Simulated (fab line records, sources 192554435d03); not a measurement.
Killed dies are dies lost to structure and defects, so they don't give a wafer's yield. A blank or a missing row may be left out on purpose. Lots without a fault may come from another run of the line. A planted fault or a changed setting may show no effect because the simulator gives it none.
Split-lot experiment | flow n5_finfet | 7 lots, 21 wafers read, on a route of 1938 steps

THE SPLIT
At N5_BEOL_M2_COAT_62 (time 60 s, resist thk 12 nm), the setting spin_rpm was moved away from the recipe's 1500 rpm on 5 of the 21 wafers read, by +3.9% to +10.9%. The other wafers ran this setting at the recipe's value.

FROM THE SPLIT TO THE READING: what the file shows between them, 1 step
- N5_BEOL_M2_ETCH_74: etches underlayer in N2/H2, target depth 6.5 nm, time 5.2 s (also split here: source_w)

THE READING
etch.depth_nm (the simulator's own value, which no gauge read), in nm, at N5_BEOL_M2_ETCH_63 (etches SiARC in CF4, target depth 15.6 nm, time 26 s). The file gives no usual value for it. The 16 wafers here that ran the recipe average 11.99 nm, standard deviation 0.035 nm.

wafer  | tool, chamber at the split | spin_rpm as run, rpm | against the recipe | etch.depth_nm, nm | against lot-mates on the recipe
L074.1 | litho_track-02, 0          | 1559                 | +3.9%              | 11.73             | -0.21
L074.3 | litho_track-02, 0          | 1559                 | +3.9%              | 11.72             | -0.22
L074.5 | litho_track-02, 0          | 1500                 | recipe             | 11.94             | -
L077.1 | litho_track-03, 0          | 1500                 | recipe             | 12.02             | -
L077.4 | litho_track-03, 0          | 1500                 | recipe             | 12.02             | -
L077.2 | litho_track-03, 0          | 1619                 | +7.9%              | 11.59             | -0.43
L076.1 | litho_track-05, 0          | 1664                 | +10.9%             | 11.39             | -0.55
L076.4 | litho_track-05, 0          | 1664                 | +10.9%             | 11.39             | -0.55
L076.6 | litho_track-05, 0          | 1500                 | recipe             | 11.94             | -
L079.1 | litho_track-05, 0          | 1500                 | recipe             | 12                | -
L079.2 | litho_track-05, 0          | 1500                 | recipe             | 12.06             | -
L079.6 | litho_track-05, 0          | 1500                 | recipe             | 12.04             | -
L083.1 | litho_track-03, 0          | 1500                 | recipe             | 11.99             | -
L083.2 | litho_track-03, 0          | 1500                 | recipe             | 11.97             | -
L083.5 | litho_track-03, 0          | 1500                 | recipe             | 11.94             | -
L086.2 | litho_track-02, 0          | 1500                 | recipe             | 12.01             | -
L086.3 | litho_track-02, 0          | 1500                 | recipe             | 12.01             | -
L086.6 | litho_track-02, 0          | 1500                 | recipe             | 11.99             | -
L087.1 | litho_track-02, 0          | 1500                 | recipe             | 11.96             | -
L087.6 | litho_track-02, 0          | 1500                 | recipe             | 11.96             | -
L087.3 | litho_track-02, 0          | 1500                 | recipe             | 12                | -

THE FIT
A straight line over all 21 wafers: etch.depth_nm changes by -0.0549 nm for each +1% of spin_rpm; r = -0.98; the points scatter about the line by 0.037 nm.
The same after taking each lot's own level away (the mean of its wafers on the recipe; 21 wafers): -0.0513 nm for each +1%; r = -1.00; scatter 0.017 nm.
On that fit, the largest move of spin_rpm shifts the reading by 0.56 nm.
The lots' own levels span 11.940 to 12.033 nm, that is 2.6 times the standard deviation above.
So the lot-to-lot level changes the slope little: the two slopes agree.
Check: with one of the wafers moved furthest among these (+10.9%) left out of the fit, the line predicts -0.569 nm for it against its lot-mates. It came out at -0.55 nm against them.

OTHER SPLITS ON THESE WAFERS
These wafers also went through other splits before the reading. Each is held against what the fit with the lots' levels taken away leaves over:
other split on the same wafers | wafers away from the commonest value | r with etch.depth_nm (lot level and that fit taken away)
N5_BEOL_M1_VIA_ETCH_34 time_s  | 9                                    | +0.01
N5_BEOL_M2_ETCH_74 source_w    | 6                                    | -0.23

THE WHOLE CHAIN: every reading that the file lists as answering this split, in the file's order
step               | what it does                                         | reading                                                                          | change (the file's fit)                | r (the file's)
N5_BEOL_M2_COAT_62 | time 60 s, resist thk 12 nm                          | SiARC_of_BEOL_M2_COAT_62.thk_nm (the simulator's own value, which no gauge read) | -0.0531 nm for each +1% of the setting | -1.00
N5_BEOL_M2_ETCH_63 | etches SiARC in CF4, target depth 15.6 nm, time 26 s | etch.depth_nm (the simulator's own value, which no gauge read)                   | -0.0519 nm for each +1% of the setting | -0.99

THE FILE'S OWN FIT
etch.depth_nm changes by -0.0519 nm for each +1% of spin_rpm, r = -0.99.
